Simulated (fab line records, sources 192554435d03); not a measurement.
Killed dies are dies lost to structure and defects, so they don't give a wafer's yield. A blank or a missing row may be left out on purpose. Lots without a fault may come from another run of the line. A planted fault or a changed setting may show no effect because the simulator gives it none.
A struck lot beside a sound one | flow n5_finfet | 14 steps out of a route of 1938
Sound: wafers L451.3, L451.5, L451.6. Struck: wafers L445.1, L445.3, L445.5. The cause comes at the end.
At each step with rows: each side's tool, then ch and its chambers, then its first start. Under that, the readings that differ: sound wafers | struck wafers | difference of the means | sigmas: that difference in standard deviations of wafers without a fault.
alike: readings whose means differ by less than 2 such deviations, and words and numbers that are the same on both sides. not compared: withheld readings, readings that some wafer has no value for, bounds like >300 that may hide the same value, and numbers for which the record gives no deviation and whose values overlap.
The two part at a step that has a row with sigmas, a row that says differs or no value, or rows on one side only. Numbers that don't overlap but have no deviation are shown without sigmas and don't part them. A reading that every wafer of one side lacks parts them only if that side has two wafers or more.

first, 1 step without rows for these wafers: N5_BEOL_M1_STRIP_75 (strips in N2/H2).
N5_BEOL_M1_STRIP_66: strips in CF4.
  sound on rie_diel-05 ch 1,2, day 10 04:55; struck on rie_diel-02 ch 1,2,3, day 8 21:46
  reading                         | sound          | struck         | difference | sigmas
  showerhead_plenum_p_Torr (Torr) | 1.71 1.71 1.81 | 1.91 1.86 1.81 | +0.12      | +2
  alike: drypump_motor_current_A, oes_product_au, rf_vpp_V, throttle_valve_pct
  not compared: rf_hours_counter_h
N5_BEOL_M1_HM_OPEN_17: chemistry Cl2/BCl3, target TiN, target depth 20 nm, overetch 6 nm.
  sound on rie_metal-02 ch 0,1, day 10 04:59; struck on rie_metal-02 ch 0, day 8 21:48
  alike: drypump_motor_current_A, oes_product_au, throttle_valve_pct
  not compared: rf_hours_counter_h
N5_BEOL_M1_STRIP_19: strips in O2.
  sound on rie_diel-02 ch 0,2,3, day 10 05:06; struck on rie_diel-05 ch 2,3, day 8 21:55
  reading                         | sound          | struck         | difference | sigmas
  showerhead_plenum_p_Torr (Torr) | 2.12 2.18 2.22 | 2.00 2.02 2.01 | -0.16      | -2
  alike: drypump_motor_current_A, oes_product_au, rf_vpp_V, throttle_valve_pct
  not compared: rf_hours_counter_h
N5_BEOL_M1_CD_MEAS_18: pitch 36 nm, target cd 18 nm.
  sound on cd_sem-02, day 10 05:10; struck on cd_sem-01, day 8 21:59
  alike: cd_nm
then, 7 steps without rows for these wafers: N5_BEOL_M1_COAT_67 (time 60 s, resist thk 60 nm); N5_BEOL_M1_COAT_68 (time 60 s, resist thk 12 nm); N5_BEOL_M1_COAT_76 (time 60 s, resist thk 5 nm); N5_BEOL_M1_COAT_22 (resist thk 30 nm); N5_BEOL_M1_EBR_24; N5_BEOL_M1_SOFTBAKE_23 (time 60 s); N5_BEOL_M1_EXPOSE_25 (exposes mask V0, defocus 5 nm, target cd 24 nm).
N5_BEOL_M1_PEB_26: peb time 60 s.
  sound on litho_track-02 ch 0, day 10 05:32; struck on litho_track-01, day 8 22:22
  no value came back on the struck wafers for chill_plate_temp_C (C), exhaust_pa (Pa); on the sound wafers chill_plate_temp_C (C) reads 22.98 22.79 22.75
then, 1 step without rows for these wafers: N5_BEOL_M1_DEVELOP_27 (develop time 30 s).

WHERE THEY PART
First at N5_BEOL_M1_STRIP_66; last, within this record, at N5_BEOL_M1_PEB_26.

WHY: what the simulator had put in
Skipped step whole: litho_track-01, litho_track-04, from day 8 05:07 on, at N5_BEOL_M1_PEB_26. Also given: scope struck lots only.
